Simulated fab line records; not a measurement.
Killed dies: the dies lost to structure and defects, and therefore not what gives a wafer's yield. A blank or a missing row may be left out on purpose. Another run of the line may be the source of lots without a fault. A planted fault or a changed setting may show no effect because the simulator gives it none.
Struck lot and sound lot, side by side / flow n5-finfet / 32 steps out of a route of 1938
Sound: the wafers L781.2, L781.4, L781.6. Struck: wafers L778.4, L778.5. (L778.2 of the same lot was not struck and is left out.) The cause comes at the end.
For every step that has rows: the tool of each side, followed by ch and its chambers, followed by its first start. Under that, the readings that differ: sound wafers / struck wafers / difference of the means / sigmas: that difference in standard deviations of wafers without a fault.
alike: readings with means less than 2 such deviations apart, plus words and numbers identical on both sides. not compared: withheld readings, readings lacking a value on some wafer, bounds such as >300 that could conceal the same value, and numbers that have no deviation in the record and whose values overlap.
The two part at a step that has a row with sigmas, a row that says differs or no value, or rows on one side only. When numbers do not overlap yet have no deviation, they are printed without sigmas and do not part them. Lack of a reading on every wafer of one side parts them only where that side has two or more wafers.

first, 9 steps without rows for these wafers: N5_PASSIVATION_EBR_26; N5_PASSIVATION_SOFTBAKE_25 (time 90 s); N5_PASSIVATION_EXPOSE_27 (exposes mask PAD, defocus 0 nm); N5_PASSIVATION_PEB_28; N5_PASSIVATION_DEVELOP_29 (develop time 60 s); N5_PASSIVATION_HARDBAKE_31 (time 120 s); N5_PASSIVATION_DESCUM_32 (chemistry O2, time 7.9 s); N5_PASSIVATION_AL_ETCH_33 (etches Al in Cl2/BCl3, stops on TaN, target depth 2800 nm, time 466.7 s); N5_PASSIVATION_ETCH_59 (etches TaN in Cl2/BCl3, target depth 65 nm, time 34.9 s).
N5_PASSIVATION_STRIP_34: strips in O2.
  sound on rie-diel-02 ch 1,3, day 18 07:31; struck on rie-diel-03 ch 2, day 17 07:02
reading=oes-product-au (a.u.); sound=0.96 0.87 0.84; struck=0.72 0.73; difference=-0.17; sigmas=-2
  alike: drypump-motor-current-A, rf-vpp-V, showerhead-plenum-p-Torr, throttle-valve-pct
  not compared: rf-hours-counter-h
then, 21 steps without rows for these wafers: N5_PASSIVATION_STRIP_51 (strips in post etch residue remover, time 1200 s); N5_PASSIVATION_CLEAN_69 (cleans in IPA, time 180 s); N5_PASSIVATION_SRD_70 (time 30 s); N5_PASSIVATION_PECVD_53 (deposits SiO2 from TEOS/O2, target thk 800 nm, time 169.4 s); N5_PASSIVATION_PECVD_35 (deposits SiNx from SiH4/NH3/N2, target thk 700 nm, time 151.3 s); N5_PASSIVATION_HMDS_37 (time 60 s); N5_PASSIVATION_COAT_38; N5_PASSIVATION_EBR_40; N5_PASSIVATION_SOFTBAKE_39 (time 120 s); N5_PASSIVATION_EXPOSE_41 (exposes mask PASS OPEN, defocus 0 nm, target cd 40000 nm); N5_PASSIVATION_PEB_42; N5_PASSIVATION_DEVELOP_43 (develop time 60 s); N5_PASSIVATION_HARDBAKE_45 (time 120 s); N5_PASSIVATION_DESCUM_46 (chemistry O2, time 7.9 s); N5_PASSIVATION_PASS_ETCH_47 (etches SiNx in CF4/O2, target depth 770 nm, time 385 s); N5_PASSIVATION_ETCH_54 (etches SiO2 in CHF3/O2, target depth 880 nm, time 440 s); N5_PASSIVATION_STRIP_48 (strips in O2); N5_PASSIVATION_STRIP_52 (strips in post etch residue remover, time 1200 s); N5_PASSIVATION_CLEAN_71 (cleans in IPA, time 180 s); N5_PASSIVATION_SRD_72 (time 30 s); N5_PASSIVATION_ANNEAL_56 (time 1800 s).
N5_PASSIVATION_PROBE_49:
  rows exist in the record for the struck wafers here (prober-02, day 17 11:22), but not for the sound ones

== WHERE THEY PART ==
Last at N5_PASSIVATION_PROBE_49 as far as this record goes, first at N5_PASSIVATION_STRIP_34.

WHY: what the simulator had put in
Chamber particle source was rie-diel-03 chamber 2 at N5_PASSIVATION_STRIP_34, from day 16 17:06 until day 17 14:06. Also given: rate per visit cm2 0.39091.
